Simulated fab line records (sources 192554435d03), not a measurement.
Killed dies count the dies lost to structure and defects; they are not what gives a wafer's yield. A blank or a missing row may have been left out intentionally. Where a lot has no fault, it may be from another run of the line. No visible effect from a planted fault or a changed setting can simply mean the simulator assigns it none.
A lot that was struck, set against a sound lot    flow n5_finfet    27 steps out of a route of 1938
Sound: the wafers L112.2, L112.3, L112.5. Wafers struck: L127.2, L127.5, L127.6. The cause is named last.
At each step with rows: each side's tool, then ch and its chambers, then its first start. Under that, the readings that differ: sound wafers    struck wafers    difference of the means    sigmas: that difference in standard deviations of wafers without a fault.
alike: same words and numbers on both sides, and readings whose means sit less than 2 such deviations apart. not compared: any withheld reading, any reading some wafer has no value for, any bound like >300 that may hide the same value, and any number with overlapping values for which the record gives no deviation.
A row with sigmas, a row that says differs or no value, or rows on one side alone: a step with any of these is where the two part. Numbers that don't overlap but have no deviation are shown without sigmas and don't part them. A reading missing from all wafers of one side parts the sides only when that side holds two or more wafers.

N5_BEOL_M5_PRE_CLEAN_77: time 15 s.
  sound on cvd_co-01 ch 1, day 10 04:43; struck on cvd_co-02 ch 0,1, day 13 17:19
  alike: heater_power_w
N5_BEOL_M5_CO_CAP_78: material Co, precursor CCTBA/H2, target thk 2 nm, time 102.1 s.
  sound on cvd_co-01 ch 1, day 10 04:46; struck on cvd_co-02 ch 0,1, day 13 17:23
  alike: chamber_pressure_Torr, heater_power_w
then, 1 step without rows for these wafers: N5_BEOL_M5_PRE_CLEAN_55 (time 15 s).
N5_BEOL_M5_DEP_56: deposits SiCN from 3MS/NH3, target thk 8 nm, time 14 s.
  sound on pecvd-01 ch 0,2, day 10 04:56; struck on pecvd-04 ch 0,2, day 13 17:32
  alike: chamber_pressure_Torr, showerhead_plenum_p_Torr, throttle_valve_pct
N5_BEOL_M5_RS_MEAS_57: uses a four-point probe to measure.
  sound on film_metro-02, day 10 05:01; struck on film_metro-01, day 13 17:36
  alike: M5_RS
N5_BEOL_M5_INSPECT_58: inspects for defects (darkfield).
  sound on defect_inspect-02, day 10 05:03; struck on defect_inspect-01, day 13 17:38
  alike: raw_defect_count
then, 2 steps without rows for these wafers: N5_BEOL_M6_ILD_DEP_00 (deposits SiCOH lowk from DEMS/porogen, target thk 179.75 nm, time 33.4 s); N5_BEOL_M6_CURE_74 (cures SiCOH lowk, time 240 s).
N5_BEOL_M6_THK_MEAS_01:
  sound on film_metro-01, day 10 05:56; struck on film_metro-02, day 13 19:41
  alike: M6_ILD_THK
then, 1 step without rows for these wafers: N5_BEOL_M6_PECVD_70 (deposits SiO2 from TEOS/O2, target thk 20 nm, time 22.7 s).
N5_BEOL_M6_HM_DEP_02: deposits TiN, target thk 20 nm.
  sound on pvd_sputter-01, day 10 07:04; struck on pvd_sputter-01, day 13 21:13
  alike: throttle_valve_pct
then, 1 step without rows for these wafers: N5_BEOL_M6_COAT_59 (time 60 s, resist thk 100 nm).
N5_BEOL_M6_COAT_60: time 60 s, resist thk 35 nm.
  sound on litho_track-01 ch 0, day 10 07:12; struck on litho_track-01 ch 0, day 13 21:20
reading                                     sound                 struck             difference  sigmas
spin_speed_rpm (rpm)                        1499.3 1500.9 1499.9  954.1 953.9 952.6  -546.5      -99 or more
model.SiARC_of_BEOL_M6_COAT_60.thk_nm (nm)  35 35 35              44 44 44           +9          
then, 6 steps without rows for these wafers: N5_BEOL_M6_COAT_05 (resist thk 90 nm); N5_BEOL_M6_EBR_07; N5_BEOL_M6_SOFTBAKE_06 (time 60 s); N5_BEOL_M6_EXPOSE_08 (exposes mask M6); N5_BEOL_M6_PEB_09 (peb time 60 s); N5_BEOL_M6_DEVELOP_10 (develop time 30 s).
N5_BEOL_M6_CD_MEAS_11: target cd 38.5 nm.
  sound on cd_sem-02 ch 0, day 10 07:27; struck on cd_sem-02 ch 0, day 13 21:35
  alike: cd_nm
N5_BEOL_M6_OVL_MEAS_12:
  sound on overlay-01 ch 0, day 10 07:29; struck on overlay-01 ch 0, day 13 21:37
reading      sound           struck         difference  sigmas
M6_OVL (nm)  -1.4 -1.9 -0.9  -0.1 -0.3 0.0  +1.3        +2
N5_BEOL_M6_INSPECT_13: inspects for defects (brightfield).
  sound on defect_inspect-01, day 10 07:30; struck on defect_inspect-01, day 13 21:40
  alike: raw_defect_count
N5_BEOL_M6_DESCUM_16: chemistry O2, time 7.9 s.
  sound on rie_diel-04 ch 1,3, day 10 08:13; struck on rie_diel-04 ch 0,3, day 13 21:42
  alike: drypump_motor_current_A, oes_product_au, rf_vpp_V, showerhead_plenum_p_Torr, throttle_valve_pct
  not compared: rf_hours_counter_h
N5_BEOL_M6_ETCH_61: etches SiARC in CF4, target depth 45.5 nm, time 75.8 s.
  sound on rie_diel-04 ch 1,3, day 10 08:14; struck on rie_diel-04 ch 0,3, day 13 21:44
reading                                       sound             struck             difference  sigmas
etch_rf_on_time_s (s)                         75.3 75.5 75.1    95.6 94.4 95.1     +19.7       +12
model.etch.depth_nm (nm)                      35.02 34.9 35.06  44.06 44.04 44.04  +9.05       
model.CAR-ArF_of_BEOL_M6_COAT_05.thk_nm (nm)  50.8 50.8 50.6    42.4 42.8 42.6     -8.1        
  alike: drypump_motor_current_A, oes_product_au, rf_vpp_V, showerhead_plenum_p_Torr, throttle_valve_pct
  not compared: rf_hours_counter_h
N5_BEOL_M6_ETCH_62: etches SOC in N2/H2, target depth 110 nm, overetch 22 nm, time 165 s.
  sound on rie_diel-04 ch 1,3, day 10 08:18; struck on rie_diel-04 ch 0,3, day 13 21:47
reading                                     sound              struck             difference  sigmas
rf_vpp_V (V)                                525.0 521.4 521.7  530.1 525.5 527.5  +5.0        +2
model.SiARC_of_BEOL_M6_COAT_60.thk_nm (nm)  28 28.4 28.4       37.4 37.2 37.4     +9.1        
  alike: drypump_motor_current_A, oes_product_au, showerhead_plenum_p_Torr, throttle_valve_pct
  not compared: rf_hours_counter_h
then, 2 steps without rows for these wafers: N5_BEOL_M6_STRIP_68 (strips in N2/H2); N5_PASSIVATION_PROBE_49.

== WHERE THEY PART ==
Earliest at N5_BEOL_M6_COAT_60; latest, in this record, at N5_BEOL_M6_ETCH_62.

WHY: whatever the simulator had introduced
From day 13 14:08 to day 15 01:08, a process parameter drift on litho_track-01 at N5_BEOL_M6_COAT_60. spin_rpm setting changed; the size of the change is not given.
